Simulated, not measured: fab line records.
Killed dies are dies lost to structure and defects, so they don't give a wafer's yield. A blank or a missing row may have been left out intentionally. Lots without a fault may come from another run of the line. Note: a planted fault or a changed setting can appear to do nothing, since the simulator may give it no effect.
Chamber matching :: flow nand harc :: NHARC_A_CONTACT_ETCH_92 on rie diel-06: 4 sister chambers
The step etches the open film in CH3F/O2, target depth 40 nm, time 85.7 s. 4 wafers are shown with their chamber, then 12 later ones without.

== WAFERS WITH THEIR CHAMBER ==
wafer: L092.5
chamber: 0
drypump motor current A (A): 6.4

wafer: L091.2
chamber: 2
drypump motor current A (A): 6.3

wafer: L091.4
chamber: 1
drypump motor current A (A): 5.1

wafer: L091.5
chamber: 3
drypump motor current A (A): 5.3

== WAFERS WITHOUT THEIR CHAMBER ==
wafer: L093.1
drypump motor current A (A): 6.4

wafer: L093.4
drypump motor current A (A): 6.3

wafer: L093.5
drypump motor current A (A): 5.1

wafer: L095.2
drypump motor current A (A): 5.0

wafer: L095.3
drypump motor current A (A): 5.3

wafer: L095.6
drypump motor current A (A): 5.3

wafer: L097.3
drypump motor current A (A): 6.4

wafer: L097.4
drypump motor current A (A): 6.3

wafer: L097.6
drypump motor current A (A): 5.3

wafer: L094.1
drypump motor current A (A): 5.0

wafer: L094.2
drypump motor current A (A): 5.3

wafer: L094.4
drypump motor current A (A): 6.2

== CHAMBER TAKEN BY EACH ==
wafer: L093.1
from the rows above: 0
in truth: 0

wafer: L093.4
from the rows above: 2
in truth: 2

wafer: L093.5
from the rows above: 1
in truth: 1

wafer: L095.2
from the rows above: 1
in truth: 1

wafer: L095.3
from the rows above: 3
in truth: 3

wafer: L095.6
from the rows above: 3
in truth: 3

wafer: L097.3
from the rows above: 0
in truth: 0

wafer: L097.4
from the rows above: 2
in truth: 2

wafer: L097.6
from the rows above: 3
in truth: 3

wafer: L094.1
from the rows above: 1
in truth: 1

wafer: L094.2
from the rows above: 3
in truth: 3

wafer: L094.4
from the rows above: 2
in truth: 2
12 of 12 placed correctly. Left unplaced by these rows: 0. 0 placed wrongly.
How it was worked out, from the rows above alone: a wafer's distance from a chamber is the root of the sum, over the readings, of the square of ((its reading less the chamber's mean) divided by the reading's scatter). If the next closest chamber is less than 2 further off than the closest, the wafer can't be placed; otherwise it belongs to the closest. A chamber's mean is the mean of its shown wafers. The scatter (one wafer shown for each chamber): square how far every hidden wafer sits from the nearest shown wafer, average those squares and take the square root.
